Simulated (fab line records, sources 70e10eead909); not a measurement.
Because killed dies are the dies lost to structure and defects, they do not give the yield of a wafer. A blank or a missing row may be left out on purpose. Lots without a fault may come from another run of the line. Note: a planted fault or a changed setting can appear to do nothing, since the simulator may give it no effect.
Chamber matching	flow nand harc	3 sister chambers for NHARC_A_STAIRCASE_DEP_259 on pecvd-02
The step deposits SiON, target thk 30 nm. 6 wafers are shown with their chamber, then 12 later ones without.

## WAFERS WITH THEIR CHAMBER
wafer	chamber	heater power w (W)
L084.6	0	525
L086.2	2	788
L086.4	1	783
L087.1	0	601
L087.4	2	793
L087.5	1	748

## WAFERS WHOSE CHAMBER IS MISSING
wafer	heater power w (W)
L094.2	926
L094.3	726
L094.4	743
L095.1	727
L095.2	815
L095.4	728
L097.3	593
L097.5	825
L097.6	779
L096.1	839
L096.3	885
L096.4	842

## WHICH CHAMBER EACH WENT THROUGH
wafer	from the rows above	in truth
L094.2	can't be placed: 2 or 1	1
L094.3	can't be placed: 1 or 2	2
L094.4	can't be placed: 1 or 2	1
L095.1	can't be placed: 1 or 2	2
L095.2	can't be placed: 2 or 1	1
L095.4	can't be placed: 1 or 2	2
L097.3	0	0
L097.5	can't be placed: 2 or 1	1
L097.6	can't be placed: 2 or 1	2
L096.1	can't be placed: 2 or 1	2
L096.3	can't be placed: 2 or 1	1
L096.4	can't be placed: 2 or 1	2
Correctly placed: 1 of 12. From these rows, 11 cannot be placed; in 11 the true chamber is one of the candidates. 0 placed wrongly.
How it was worked out, from the rows above alone: a wafer's distance from a chamber is the root of the sum, over the readings, of the square of ((its reading less the chamber's mean) divided by the reading's scatter). If the next closest chamber is less than 2 further off than the closest, the wafer can't be placed; otherwise it belongs to the closest. A chamber's mean is the mean of its shown wafers. The scatter: take each reading less its chamber's mean, square it, sum over the shown wafers, divide by the number of wafers less the number of chambers, and take the root.
